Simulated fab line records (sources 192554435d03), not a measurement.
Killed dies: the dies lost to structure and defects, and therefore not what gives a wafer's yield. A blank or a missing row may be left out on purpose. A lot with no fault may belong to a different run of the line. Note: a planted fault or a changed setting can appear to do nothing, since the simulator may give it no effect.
Code-filled problem report in 8D (eight disciplines) form -- flow n5Finfet -- the parts of the form that need people (team, actions taken, sign-off) are left out

1. WHAT IS WRONG
At N5_SD_EPI_P_INSPECT_26, rawDefectCount averages 1448 over 6 wafers from 2 lots, while fault-free wafers read 185, standard deviation 46. Relative to the usual mean, that is a shift of +27 standard deviations.
The step: inspects for defects (darkfield).
Seen first at day 8 21:19 on defectInspect-02, wafer L406.2. The record holds 27 wafers of 9 lots with a number at this step. Rule for "out" (also "out of limits"): further than 4 standard deviations from the usual mean. All remaining wafers that have a number are taken as sound.

2. WHAT IT IS AND WHAT IT IS NOT
question,is,is not
which readings at this step,rawDefectCount,-
which lots,"L406, L407","L384, L385, L386, L387, L392, L395, L396"
which wafers of those lots,all that have a number,-
read on which gauges,"defectInspect-01, defectInspect-02",-
when,from day 8 21:19,up to then (21 sound wafers)

3. SUSPECTS, AND WHAT RULES EACH OUT
Counting: a tool stays on the suspect list if, at a process step up to the reading, it processed all lots that are out and no sound lot following the first of them.
- the gauge at N5_SD_EPI_P_INSPECT_26: ruled out. The wafers that are out were read on 2 gauges (defectInspect-01, defectInspect-02).
- plasmaAsher-02 at N5_SD_EPI_N_STRIP_38 (strips in N2/H2): kept. It processed each lot that is out, first L406 at day 8 13:50, and no sound lot thereafter; up to then, the last sound lot it processed was L396 at day 6 10:49.
- plasmaAsher-01 at N5_SD_EPI_P_STRIP_40 (strips in N2/H2): kept. It processed each lot that is out, first L406 at day 8 18:19, and no sound lot thereafter; up to then, the last sound lot it processed was L396 at day 6 15:22.
After counting, plasmaAsher-02 at N5_SD_EPI_N_STRIP_38 and plasmaAsher-01 at N5_SD_EPI_P_STRIP_40 remain.

4. THE CAUSE (what the simulator had put in)
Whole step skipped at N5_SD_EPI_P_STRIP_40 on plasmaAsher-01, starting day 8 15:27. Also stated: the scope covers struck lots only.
This tool is one of the 2 suspects left after counting.

5. THE CHAIN OF EFFECTS, in route order
Rows list readings where the struck wafers' mean (over those with a number) sits beyond 3 standard deviations from the usual. Readings are gone through only where the record gives a usual standard deviation; hours: the median, over the lots, of the time from a lot's start at the first step in this table giving one to that lot's start at this step; sigmas: the change measured in usual standard deviations.
hours,step,reading,usual,on struck wafers,change,sigmas
0,N5_SD_EPI_P_INSPECT_26,rawDefectCount,185,1448,+1262,+27
240,N5_PASSIVATION_PROBE_49,defectLimitedYield,91.7 %,0.0,-91.7,-61
240,N5_PASSIVATION_PROBE_49,killedAtFrontEnd,37,1119,+1082,+99 or more
240,N5_PASSIVATION_PROBE_49,killedDies,98,1180,+1082,+60
240,N5_PASSIVATION_PROBE_49,killedOnRim,13,152,+139,+39
240,N5_PASSIVATION_PROBE_49,sort_bin_5_function,4.9 %,96.9,+92.0,+99 or more
240,N5_PASSIVATION_PROBE_49,sortNPass,1082,0,-1082,-60
240,N5_PASSIVATION_PROBE_49,sortYieldPct,91.7 %,0.0,-91.7,-61
Process steps it contains:
- N5_PASSIVATION_PROBE_49
Readings that are blank on the struck wafers while sound wafers have them: drypumpMotorCurrentA at N5_SD_EPI_P_STRIP_40; h2FlowSccm at N5_SD_EPI_P_STRIP_40; heaterPowerW at N5_SD_EPI_P_STRIP_40; oesProductAu at N5_SD_EPI_P_STRIP_40.

6. HOW IT WOULD HAVE BEEN CAUGHT EARLIER
6 hours passed between the start of the fault at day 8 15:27 and the first reading out of limits at a measuring or inspecting step in this record, taken at day 8 21:19.
At N5_SD_EPI_P_STRIP_40 the tool's readings are blank on the struck wafers, where sound wafers have them: an empty tool record is the first sign, and it was there at once.
Of the lots that are out (2), L407 began N5_SD_EPI_P_STRIP_40 on plasmaAsher-01 after day 8 21:19. A tool hold placed at that time would have kept it from harm.
